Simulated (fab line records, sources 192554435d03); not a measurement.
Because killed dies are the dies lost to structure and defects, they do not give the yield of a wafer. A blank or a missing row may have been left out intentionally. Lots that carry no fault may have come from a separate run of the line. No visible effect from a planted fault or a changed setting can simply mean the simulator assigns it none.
The tool behind it: which one? / flow n5_finfet / 30 wafers from 10 lots sampled at 6 of the route's 1938 steps

## WHAT EACH GAUGE READ, for each wafer
N5_BEOL_M0_SAQP_CD_MEAS_14 targets a cd of 42.5 nm. Usual: 42.6 nm for cd_nm, sd 0.39.
lot=L740; measured=day 5 22:17; on=cd_sem-01; cd_nm (nm)=42.7 42.3 42.4; flag=
lot=L744; measured=day 6 18:30; on=cd_sem-03; cd_nm (nm)=45.6 45.0 44.7; flag=OFF
lot=L745; measured=day 6 21:57; on=cd_sem-01; cd_nm (nm)=44.4 45.2 45.5; flag=OFF
lot=L753; measured=day 9 01:31; on=cd_sem-01; cd_nm (nm)=42.9 42.3 43.0; flag=
lot=L756; measured=day 9 15:36; on=cd_sem-03; cd_nm (nm)=42.9 41.8 42.6; flag=
lot=L758; measured=day 10 08:43; on=cd_sem-01; cd_nm (nm)=42.4 42.5 43.2; flag=
lot=L759; measured=day 10 10:41; on=cd_sem-02; cd_nm (nm)=42.6 42.3 42.4; flag=
lot=L760; measured=day 11 00:15; on=cd_sem-03; cd_nm (nm)=42.9 43.0 42.7; flag=
lot=L761; measured=day 11 06:26; on=cd_sem-03; cd_nm (nm)=42.5 42.8 42.0; flag=
lot=L762; measured=day 11 07:17; on=cd_sem-02; cd_nm (nm)=41.7 43.0 42.7; flag=

N5_BEOL_M4_RC_MEAS_101. Usual: DIBL_N 36.4 mV/V, standard deviation 2; DIBL_P 36.1 mV/V, standard deviation 2.5; IOFF_N 0.16 nA/um, standard deviation 0.037; IOFF_P 0.20 nA/um, standard deviation 0.038; ION_N 670 uA/um, standard deviation 13; ION_P 459 uA/um, standard deviation 8.3; SS_N 71.6 mV/dec, standard deviation 0.69; SS_P 73.3 mV/dec, standard deviation 0.72; VT_N 250 mV, standard deviation 3.4; VT_P -251 mV, standard deviation 3.1.
lot=L740; measured=day 8 09:23; on=prober-02; DIBL_N (mV/V)=39.1 42.8 39.8; DIBL_P (mV/V)=41.0 44.9 39.7; IOFF_N (nA/um)=0.19 0.27 0.20; IOFF_P (nA/um)=0.25 0.32 0.21; ION_N (uA/um)=673 691 665; ION_P (uA/um)=457 466 449; SS_N (mV/dec)=72.4 72.8 72.5; SS_P (mV/dec)=73.9 75.0 73.8; VT_N (mV)=251 246 248; VT_P (mV)=-250 -248 -252; flag=
lot=L744; measured=day 9 03:44; on=prober-01; DIBL_N (mV/V)=34.9 39.3 35.5; DIBL_P (mV/V)=34.7 39.6 34.9; IOFF_N (nA/um)=0.13 0.22 0.14; IOFF_P (nA/um)=0.16 0.25 0.16; ION_N (uA/um)=665 680 663; ION_P (uA/um)=454 461 449; SS_N (mV/dec)=70.6 72.3 71.7; SS_P (mV/dec)=72.8 73.9 73.0; VT_N (mV)=255 249 251; VT_P (mV)=-254 -249 -255; flag=
lot=L745; measured=day 9 11:25; on=prober-01; DIBL_N (mV/V)=36.3 33.8 38.1; DIBL_P (mV/V)=35.4 32.8 38.9; IOFF_N (nA/um)=0.17 0.13 0.24; IOFF_P (nA/um)=0.21 0.16 0.27; ION_N (uA/um)=660 655 694; ION_P (uA/um)=449 454 462; SS_N (mV/dec)=72.2 71.0 71.6; SS_P (mV/dec)=73.8 72.8 74.5; VT_N (mV)=251 255 244; VT_P (mV)=-250 -252 -245; flag=
lot=L753; measured=day 11 03:53; on=prober-01; DIBL_N (mV/V)=36.4 39.1 36.8; DIBL_P (mV/V)=34.2 36.0 34.2; IOFF_N (nA/um)=0.14 0.18 0.14; IOFF_P (nA/um)=0.20 0.22 0.22; ION_N (uA/um)=664 668 670; ION_P (uA/um)=454 456 467; SS_N (mV/dec)=70.9 71.5 71.6; SS_P (mV/dec)=73.3 73.7 73.4; VT_N (mV)=250 246 252; VT_P (mV)=-251 -249 -248; flag=
lot=L756; measured=day 12 07:19; on=prober-02; DIBL_N (mV/V)=37.8 38.4 37.0; DIBL_P (mV/V)=36.1 36.1 35.6; IOFF_N (nA/um)=0.15 0.17 0.15; IOFF_P (nA/um)=0.22 0.22 0.22; ION_N (uA/um)=676 679 685; ION_P (uA/um)=467 465 476; SS_N (mV/dec)=72.1 72.0 71.7; SS_P (mV/dec)=73.2 73.1 73.2; VT_N (mV)=249 250 249; VT_P (mV)=-249 -248 -250; flag=
lot=L758; measured=day 12 15:27; on=prober-02; DIBL_N (mV/V)=39.0 34.5 33.6; DIBL_P (mV/V)=40.1 34.5 33.7; IOFF_N (nA/um)=0.21 0.12 0.11; IOFF_P (nA/um)=0.25 0.16 0.15; ION_N (uA/um)=684 657 654; ION_P (uA/um)=464 454 450; SS_N (mV/dec)=72.2 71.0 71.1; SS_P (mV/dec)=73.8 72.7 72.6; VT_N (mV)=248 255 255; VT_P (mV)=-249 -255 -254; flag=
lot=L759; measured=day 13 09:29; on=prober-02; DIBL_N (mV/V)=35.5 34.2 37.4; DIBL_P (mV/V)=35.2 34.1 36.8; IOFF_N (nA/um)=0.15 0.12 0.19; IOFF_P (nA/um)=0.21 0.18 0.22; ION_N (uA/um)=669 669 668; ION_P (uA/um)=460 459 456; SS_N (mV/dec)=72.0 71.5 73.1; SS_P (mV/dec)=72.5 72.3 73.3; VT_N (mV)=250 255 247; VT_P (mV)=-250 -251 -249; flag=
lot=L760; measured=day 13 12:19; on=prober-02; DIBL_N (mV/V)=35.4 37.1 35.8; DIBL_P (mV/V)=36.3 36.9 36.5; IOFF_N (nA/um)=0.14 0.15 0.14; IOFF_P (nA/um)=0.18 0.18 0.18; ION_N (uA/um)=678 657 663; ION_P (uA/um)=464 441 458; SS_N (mV/dec)=70.8 71.9 71.3; SS_P (mV/dec)=73.9 73.3 73.5; VT_N (mV)=252 253 250; VT_P (mV)=-254 -256 -256; flag=
lot=L761; measured=day 13 16:30; on=prober-01; DIBL_N (mV/V)=36.7 37.6 35.3; DIBL_P (mV/V)=36.9 36.4 34.9; IOFF_N (nA/um)=0.18 0.17 0.13; IOFF_P (nA/um)=0.19 0.18 0.17; ION_N (uA/um)=676 668 651; ION_P (uA/um)=455 445 452; SS_N (mV/dec)=71.4 71.6 70.8; SS_P (mV/dec)=74.0 73.9 72.3; VT_N (mV)=246 247 251; VT_P (mV)=-254 -255 -256; flag=
lot=L762; measured=day 14 01:40; on=prober-01; DIBL_N (mV/V)=36.2 37.2 38.3; DIBL_P (mV/V)=36.3 37.4 38.5; IOFF_N (nA/um)=0.15 0.18 0.20; IOFF_P (nA/um)=0.22 0.22 0.26; ION_N (uA/um)=688 674 703; ION_P (uA/um)=473 459 484; SS_N (mV/dec)=71.5 72.4 71.7; SS_P (mV/dec)=73.5 74.0 73.7; VT_N (mV)=248 249 243; VT_P (mV)=-250 -252 -248; flag=

## TOOL THAT RAN EACH LOT (tool first, then ch and the chambers of the sampled wafers, then the start)
lot=L740; N5_MOL_CONTACT_COAG_CMP_52=cmp-03 ch 1,2,3, day 5 15:28; N5_BEOL_M0_SAQP_ILD_DEP_01=pecvd-01 ch 0,1,2, day 5 19:04; N5_BEOL_M0_SAQP_HM_DEP_111=pecvd-01 ch 0,2, day 5 21:50; N5_BEOL_M0_SAQP_PEB_12=litho_track-02 ch 0, day 5 22:13
lot=L744; N5_MOL_CONTACT_COAG_CMP_52=cmp-04 ch 1,3, day 6 13:28; N5_BEOL_M0_SAQP_ILD_DEP_01=pecvd-01 ch 0,1, day 6 17:09; N5_BEOL_M0_SAQP_HM_DEP_111=pecvd-02 ch 0,1, day 6 18:11; N5_BEOL_M0_SAQP_PEB_12=litho_track-05 ch 0, day 6 18:26
lot=L745; N5_MOL_CONTACT_COAG_CMP_52=cmp-04 ch 1,2,3, day 6 16:11; N5_BEOL_M0_SAQP_ILD_DEP_01=pecvd-01 ch 0,1,2, day 6 20:09; N5_BEOL_M0_SAQP_HM_DEP_111=pecvd-02 ch 0,2, day 6 21:29; N5_BEOL_M0_SAQP_PEB_12=litho_track-05 ch 0, day 6 21:53
lot=L753; N5_MOL_CONTACT_COAG_CMP_52=cmp-02 ch 0,2,3, day 8 21:03; N5_BEOL_M0_SAQP_ILD_DEP_01=pecvd-02 ch 0,1,2, day 9 00:46; N5_BEOL_M0_SAQP_HM_DEP_111=pecvd-01 ch 0,1,2, day 9 01:11; N5_BEOL_M0_SAQP_PEB_12=litho_track-03 ch 0, day 9 01:26
lot=L756; N5_MOL_CONTACT_COAG_CMP_52=cmp-03 ch 0,1, day 9 08:59; N5_BEOL_M0_SAQP_ILD_DEP_01=pecvd-01 ch 0,1, day 9 12:49; N5_BEOL_M0_SAQP_HM_DEP_111=pecvd-02 ch 0,1, day 9 15:09; N5_BEOL_M0_SAQP_PEB_12=litho_track-02 ch 0, day 9 15:32
lot=L758; N5_MOL_CONTACT_COAG_CMP_52=cmp-03 ch 1,3, day 10 01:47; N5_BEOL_M0_SAQP_ILD_DEP_01=pecvd-04 ch 1,2, day 10 06:45; N5_BEOL_M0_SAQP_HM_DEP_111=pecvd-02 ch 0,1,2, day 10 08:17; N5_BEOL_M0_SAQP_PEB_12=litho_track-02 ch 0, day 10 08:39
lot=L759; N5_MOL_CONTACT_COAG_CMP_52=cmp-03 ch 0,1,2, day 10 05:58; N5_BEOL_M0_SAQP_ILD_DEP_01=pecvd-01 ch 0,1,2, day 10 09:46; N5_BEOL_M0_SAQP_HM_DEP_111=pecvd-01 ch 0,1,2, day 10 10:14; N5_BEOL_M0_SAQP_PEB_12=litho_track-02 ch 0, day 10 10:37
lot=L760; N5_MOL_CONTACT_COAG_CMP_52=cmp-02 ch 0,3, day 10 19:03; N5_BEOL_M0_SAQP_ILD_DEP_01=pecvd-04 ch 0,1,2, day 10 22:43; N5_BEOL_M0_SAQP_HM_DEP_111=pecvd-04 ch 0,2, day 10 23:56; N5_BEOL_M0_SAQP_PEB_12=litho_track-03 ch 0, day 11 00:11
lot=L761; N5_MOL_CONTACT_COAG_CMP_52=cmp-03 ch 0,2,3, day 10 22:30; N5_BEOL_M0_SAQP_ILD_DEP_01=pecvd-04 ch 0,2, day 11 02:10; N5_BEOL_M0_SAQP_HM_DEP_111=pecvd-02 ch 0,1,2, day 11 06:07; N5_BEOL_M0_SAQP_PEB_12=litho_track-05 ch 0, day 11 06:22
lot=L762; N5_MOL_CONTACT_COAG_CMP_52=cmp-04 ch 1,3, day 10 23:01; N5_BEOL_M0_SAQP_ILD_DEP_01=pecvd-04 ch 0,1, day 11 05:10; N5_BEOL_M0_SAQP_HM_DEP_111=pecvd-02 ch 0,1, day 11 06:50; N5_BEOL_M0_SAQP_PEB_12=litho_track-05 ch 0, day 11 07:13
- N5_MOL_CONTACT_COAG_CMP_52: polishes, stops on SiO2, t overpolish 1.5 s, target thk 66.5 nm.
- N5_BEOL_M0_SAQP_ILD_DEP_01: deposits SiOC from DEMS/O2, target thk 45.419 nm, time 8.7 s.
- N5_BEOL_M0_SAQP_HM_DEP_111: deposits SiO2 from SiH4/N2O, target thk 12 nm, time 7.2 s.
- N5_BEOL_M0_SAQP_PEB_12: peb time 60 s.

## WHAT THE TOOLS THEMSELVES READ (means of the sampled wafers that have a number; where no wafer has one, the mark that the record gives instead)
N5_MOL_CONTACT_COAG_CMP_52. Usual: motor_current_A 12.1 A, standard deviation 1.5; overpolish_run_s 1.499 s, standard deviation 0.0094; slurry_flow_ml_min 149.9, standard deviation 0.49; time_to_endpoint_s 13.2 s, standard deviation 2.7.
lot=L740; tool=cmp-03; motor_current_A (A)=13.4; overpolish_run_s (s)=1.500; slurry_flow_ml_min=149.1; time_to_endpoint_s (s)=11.5; flag=
lot=L744; tool=cmp-04; motor_current_A (A)=11.8; overpolish_run_s (s)=1.512; slurry_flow_ml_min=149.1; time_to_endpoint_s (s)=9.7; flag=
lot=L745; tool=cmp-04; motor_current_A (A)=11.9; overpolish_run_s (s)=1.512; slurry_flow_ml_min=150.3; time_to_endpoint_s (s)=11.0; flag=
lot=L753; tool=cmp-02; motor_current_A (A)=10.5; overpolish_run_s (s)=1.497; slurry_flow_ml_min=149.7; time_to_endpoint_s (s)=13.6; flag=
lot=L756; tool=cmp-03; motor_current_A (A)=12.8; overpolish_run_s (s)=1.497; slurry_flow_ml_min=149.4; time_to_endpoint_s (s)=15.3; flag=
lot=L758; tool=cmp-03; motor_current_A (A)=13.2; overpolish_run_s (s)=1.490; slurry_flow_ml_min=150.1; time_to_endpoint_s (s)=10.9; flag=
lot=L759; tool=cmp-03; motor_current_A (A)=12.7; overpolish_run_s (s)=1.497; slurry_flow_ml_min=150.0; time_to_endpoint_s (s)=9.9; flag=
lot=L760; tool=cmp-02; motor_current_A (A)=11.5; overpolish_run_s (s)=1.496; slurry_flow_ml_min=150.2; time_to_endpoint_s (s)=12.1; flag=
lot=L761; tool=cmp-03; motor_current_A (A)=12.9; overpolish_run_s (s)=1.494; slurry_flow_ml_min=150.2; time_to_endpoint_s (s)=9.9; flag=
lot=L762; tool=cmp-04; motor_current_A (A)=11.5; overpolish_run_s (s)=1.498; slurry_flow_ml_min=150.0; time_to_endpoint_s (s)=7.7; flag=

N5_BEOL_M0_SAQP_ILD_DEP_01. Usual: heater_power_w 529 W, standard deviation 96; showerhead_plenum_p_Torr 5.699 Torr, standard deviation 0.011; throttle_valve_pct 11.9 %, standard deviation 0.69.
lot=L740; tool=pecvd-01; heater_power_w (W)=557; showerhead_plenum_p_Torr (Torr)=5.699; throttle_valve_pct (%)=11.7; flag=
lot=L744; tool=pecvd-01; heater_power_w (W)=588; showerhead_plenum_p_Torr (Torr)=5.699; throttle_valve_pct (%)=12.0; flag=
lot=L745; tool=pecvd-01; heater_power_w (W)=548; showerhead_plenum_p_Torr (Torr)=5.695; throttle_valve_pct (%)=11.8; flag=
lot=L753; tool=pecvd-02; heater_power_w (W)=485; showerhead_plenum_p_Torr (Torr)=5.703; throttle_valve_pct (%)=11.2; flag=
lot=L756; tool=pecvd-01; heater_power_w (W)=603; showerhead_plenum_p_Torr (Torr)=5.690; throttle_valve_pct (%)=11.8; flag=
lot=L758; tool=pecvd-04; heater_power_w (W)=585; showerhead_plenum_p_Torr (Torr)=5.684; throttle_valve_pct (%)=12.2; flag=
lot=L759; tool=pecvd-01; heater_power_w (W)=530; showerhead_plenum_p_Torr (Torr)=5.695; throttle_valve_pct (%)=11.7; flag=
lot=L760; tool=pecvd-04; heater_power_w (W)=575; showerhead_plenum_p_Torr (Torr)=5.695; throttle_valve_pct (%)=12.5; flag=
lot=L761; tool=pecvd-04; heater_power_w (W)=523; showerhead_plenum_p_Torr (Torr)=5.713; throttle_valve_pct (%)=12.7; flag=
lot=L762; tool=pecvd-04; heater_power_w (W)=494; showerhead_plenum_p_Torr (Torr)=5.700; throttle_valve_pct (%)=12.8; flag=

N5_BEOL_M0_SAQP_HM_DEP_111. Usual: heater_power_w 832 W, standard deviation 130; showerhead_plenum_p_Torr 8.20 Torr, standard deviation 0.076.
lot=L740; tool=pecvd-01; heater_power_w (W)=975; showerhead_plenum_p_Torr (Torr)=8.15; flag=
lot=L744; tool=pecvd-02; heater_power_w (W)=801; showerhead_plenum_p_Torr (Torr)=8.22; flag=
lot=L745; tool=pecvd-02; heater_power_w (W)=920; showerhead_plenum_p_Torr (Torr)=8.16; flag=
lot=L753; tool=pecvd-01; heater_power_w (W)=882; showerhead_plenum_p_Torr (Torr)=8.20; flag=
lot=L756; tool=pecvd-02; heater_power_w (W)=709; showerhead_plenum_p_Torr (Torr)=8.24; flag=
lot=L758; tool=pecvd-02; heater_power_w (W)=763; showerhead_plenum_p_Torr (Torr)=8.22; flag=
lot=L759; tool=pecvd-01; heater_power_w (W)=885; showerhead_plenum_p_Torr (Torr)=8.19; flag=
lot=L760; tool=pecvd-04; heater_power_w (W)=796; showerhead_plenum_p_Torr (Torr)=8.30; flag=
lot=L761; tool=pecvd-02; heater_power_w (W)=726; showerhead_plenum_p_Torr (Torr)=8.21; flag=
lot=L762; tool=pecvd-02; heater_power_w (W)=782; showerhead_plenum_p_Torr (Torr)=8.23; flag=

## THE ANSWER, worked out from the rows above alone
Rule: take the mean of a lot's wafers that have a number; if it is more than 3 standard deviations from the usual mean, the lot is off. Also off: a lot with no number at a reading for which 4 or more lots have one. Where the step has rows for the other lots, those lots are counted as sound. After the gauges, taken in route order, come the tools' own readings; for these a lot's mean is taken, as printed above. The first step at which some lot is off is used, and at that step the reading that is off furthest; a lot without a number counts as furthest.
Off: L744, L745, at N5_BEOL_M0_SAQP_CD_MEAS_14 (cd_nm).
A tool fits if, at a process step before that reading, it ran every lot that is off, and no sound lot after the first of them. Gauges at N5_BEOL_M0_SAQP_CD_MEAS_14: tried the same way as those tools. Of those tried, none fits.

## WHAT WAS PUT IN BY THE SIMULATOR
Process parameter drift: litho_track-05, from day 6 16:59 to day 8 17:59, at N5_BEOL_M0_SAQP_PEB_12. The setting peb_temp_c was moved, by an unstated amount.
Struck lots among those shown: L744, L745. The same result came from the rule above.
